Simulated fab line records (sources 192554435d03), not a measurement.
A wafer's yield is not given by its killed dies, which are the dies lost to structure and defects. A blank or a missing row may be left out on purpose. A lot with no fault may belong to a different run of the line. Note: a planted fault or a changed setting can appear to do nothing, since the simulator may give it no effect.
Which tool was responsible? :: flow n5 finfet :: 24 lots, 72 wafers sampled, at 2 steps of a route of 1938

WHAT THE GAUGES READ, wafer by wafer
N5_BEOL_M6_INSPECT_58: inspects for defects (darkfield). Usual: raw defect count at 68, with a standard deviation of 25.
lot: L074
measured: day 8 21:04
on: defect inspect-01
raw defect count: 55 38 59
flag: 

lot: L075
measured: day 9 00:49
on: defect inspect-01
raw defect count: 54 94 80
flag: 

lot: L077
measured: day 9 10:19
on: defect inspect-01
raw defect count: 82 92 83
flag: 

lot: L078
measured: day 9 11:54
on: defect inspect-01
raw defect count: 68 63 54
flag: 

lot: L079
measured: day 9 20:28
on: defect inspect-01
raw defect count: 133 127 111
flag: 

lot: L080
measured: day 10 03:19
on: defect inspect-01
raw defect count: 56 34 39
flag: 

lot: L081
measured: day 10 05:18
on: defect inspect-01
raw defect count: 41 41 59
flag: 

lot: L082
measured: day 10 12:12
on: defect inspect-02
raw defect count: 58 51 38
flag: 

lot: L083
measured: day 11 05:28
on: defect inspect-01
raw defect count: 53 70 44
flag: 

lot: L084
measured: day 11 10:20
on: defect inspect-02
raw defect count: 36 67 63
flag: 

lot: L085
measured: day 12 02:21
on: defect inspect-01
raw defect count: 116 94 72
flag: 

lot: L086
measured: day 12 02:52
on: defect inspect-02
raw defect count: 64 48 51
flag: 

lot: L087
measured: day 12 12:03
on: defect inspect-02
raw defect count: 79 40 55
flag: 

lot: L090
measured: day 12 15:08
on: defect inspect-02
raw defect count: 50 43 71
flag: 

lot: L089
measured: day 12 15:52
on: defect inspect-02
raw defect count: 58 45 69
flag: 

lot: L088
measured: day 12 16:48
on: defect inspect-02
raw defect count: 69 60 57
flag: 

lot: L091
measured: day 13 12:09
on: defect inspect-01
raw defect count: 37 41 61
flag: 

lot: L092
measured: day 13 13:12
on: defect inspect-01
raw defect count: 61 79 57
flag: 

lot: L093
measured: day 13 16:01
on: defect inspect-02
raw defect count: 41 101 68
flag: 

lot: L094
measured: day 14 17:13
on: defect inspect-02
raw defect count: 52 58 49
flag: 

lot: L076
measured: day 14 17:24
on: defect inspect-01
raw defect count: 79 56 47
flag: 

lot: L095
measured: day 14 20:26
on: defect inspect-02
raw defect count: 42 41 83
flag: 

lot: L097
measured: day 15 15:28
on: defect inspect-01
raw defect count: 80 72 85
flag: 

lot: L096
measured: day 16 06:56
on: defect inspect-01
raw defect count: 75 64 94
flag: 

TOOL THAT RAN EACH LOT (tool first, then ch and the chambers of the sampled wafers, then the start)
lot: L074
N5_BEOL_M6_PRE_CLEAN_45: pvd sputter-01, day 8 19:05

lot: L075
N5_BEOL_M6_PRE_CLEAN_45: pvd sputter-03, day 8 23:10

lot: L077
N5_BEOL_M6_PRE_CLEAN_45: pvd sputter-03, day 9 06:56

lot: L078
N5_BEOL_M6_PRE_CLEAN_45: pvd sputter-03, day 9 10:05

lot: L079
N5_BEOL_M6_PRE_CLEAN_45: pvd sputter-01, day 9 18:26

lot: L080
N5_BEOL_M6_PRE_CLEAN_45: pvd sputter-02, day 10 01:13

lot: L081
N5_BEOL_M6_PRE_CLEAN_45: pvd sputter-03, day 10 02:22

lot: L082
N5_BEOL_M6_PRE_CLEAN_45: pvd sputter-03, day 10 10:20

lot: L083
N5_BEOL_M6_PRE_CLEAN_45: pvd sputter-01, day 11 02:01

lot: L084
N5_BEOL_M6_PRE_CLEAN_45: pvd sputter-03, day 11 08:35

lot: L085
N5_BEOL_M6_PRE_CLEAN_45: pvd sputter-03, day 12 00:37

lot: L086
N5_BEOL_M6_PRE_CLEAN_45: pvd sputter-03, day 12 00:50

lot: L087
N5_BEOL_M6_PRE_CLEAN_45: pvd sputter-01, day 12 10:10

lot: L090
N5_BEOL_M6_PRE_CLEAN_45: pvd sputter-02, day 12 13:09

lot: L089
N5_BEOL_M6_PRE_CLEAN_45: pvd sputter-02, day 12 13:55

lot: L088
N5_BEOL_M6_PRE_CLEAN_45: pvd sputter-01, day 12 14:25

lot: L091
N5_BEOL_M6_PRE_CLEAN_45: pvd sputter-01, day 13 09:55

lot: L092
N5_BEOL_M6_PRE_CLEAN_45: pvd sputter-03, day 13 11:29

lot: L093
N5_BEOL_M6_PRE_CLEAN_45: pvd sputter-02, day 13 14:20

lot: L094
N5_BEOL_M6_PRE_CLEAN_45: pvd sputter-03, day 14 13:26

lot: L076
N5_BEOL_M6_PRE_CLEAN_45: pvd sputter-03, day 14 15:48

lot: L095
N5_BEOL_M6_PRE_CLEAN_45: pvd sputter-02, day 14 17:05

lot: L097
N5_BEOL_M6_PRE_CLEAN_45: pvd sputter-03, day 15 13:56

lot: L096
N5_BEOL_M6_PRE_CLEAN_45: pvd sputter-02, day 16 04:09
- N5_BEOL_M6_PRE_CLEAN_45: time 30 s.

WHAT THE TOOLS THEMSELVES READ (means of the sampled wafers that have a number; where no wafer has one, the mark that the record gives instead)
N5_BEOL_M6_PRE_CLEAN_45. Usual: heater power w 324 W, standard deviation 26; susceptor temp C 250.02 C, standard deviation 0.18.
lot: L074
tool: pvd sputter-01
heater power w (W): 326
susceptor temp C (C): 249.86
flag: 

lot: L075
tool: pvd sputter-03
heater power w (W): 339
susceptor temp C (C): 250.17
flag: 

lot: L077
tool: pvd sputter-03
heater power w (W): 319
susceptor temp C (C): 249.95
flag: 

lot: L078
tool: pvd sputter-03
heater power w (W): 311
susceptor temp C (C): 249.93
flag: 

lot: L079
tool: pvd sputter-01
heater power w (W): 310
susceptor temp C (C): 250.05
flag: 

lot: L080
tool: pvd sputter-02
heater power w (W): 317
susceptor temp C (C): 250.04
flag: 

lot: L081
tool: pvd sputter-03
heater power w (W): 299
susceptor temp C (C): 249.91
flag: 

lot: L082
tool: pvd sputter-03
heater power w (W): 318
susceptor temp C (C): 250.09
flag: 

lot: L083
tool: pvd sputter-01
heater power w (W): 310
susceptor temp C (C): 250.06
flag: 

lot: L084
tool: pvd sputter-03
heater power w (W): 290
susceptor temp C (C): 250.28
flag: 

lot: L085
tool: pvd sputter-03
heater power w (W): 335
susceptor temp C (C): 249.94
flag: 

lot: L086
tool: pvd sputter-03
heater power w (W): 314
susceptor temp C (C): 249.97
flag: 

lot: L087
tool: pvd sputter-01
heater power w (W): 332
susceptor temp C (C): 250.09
flag: 

lot: L090
tool: pvd sputter-02
heater power w (W): 339
susceptor temp C (C): 249.91
flag: 

lot: L089
tool: pvd sputter-02
heater power w (W): 319
susceptor temp C (C): 250.17
flag: 

lot: L088
tool: pvd sputter-01
heater power w (W): 302
susceptor temp C (C): 250.05
flag: 

lot: L091
tool: pvd sputter-01
heater power w (W): 328
susceptor temp C (C): 250.14
flag: 

lot: L092
tool: pvd sputter-03
heater power w (W): 337
susceptor temp C (C): 250.00
flag: 

lot: L093
tool: pvd sputter-02
heater power w (W): 317
susceptor temp C (C): 249.82
flag: 

lot: L094
tool: pvd sputter-03
heater power w (W): 344
susceptor temp C (C): 249.91
flag: 

lot: L076
tool: pvd sputter-03
heater power w (W): 314
susceptor temp C (C): 250.14
flag: 

lot: L095
tool: pvd sputter-02
heater power w (W): 334
susceptor temp C (C): 250.16
flag: 

lot: L097
tool: pvd sputter-03
heater power w (W): 321
susceptor temp C (C): 250.09
flag: 

lot: L096
tool: pvd sputter-02
heater power w (W): 327
susceptor temp C (C): 249.91
flag: 

THE ANSWER, worked out from the rows above alone
Rule: take the mean of a lot's wafers that have a number; if it is more than 3 standard deviations from the usual mean, the lot is off. A lot without any number at a reading at which 4 lots or more have one is off too. Where the step has rows for the other lots, those lots are counted as sound. The gauges are gone through in route order, then the tools' own readings, and for those a lot's mean is taken as printed above. At the first step where some lot is off, the reading lying furthest off is the one used; lots without a number count as furthest.
Nothing can be told from this: no lot is off at any reading shown.

WHAT THE SIMULATOR HAD INSERTED
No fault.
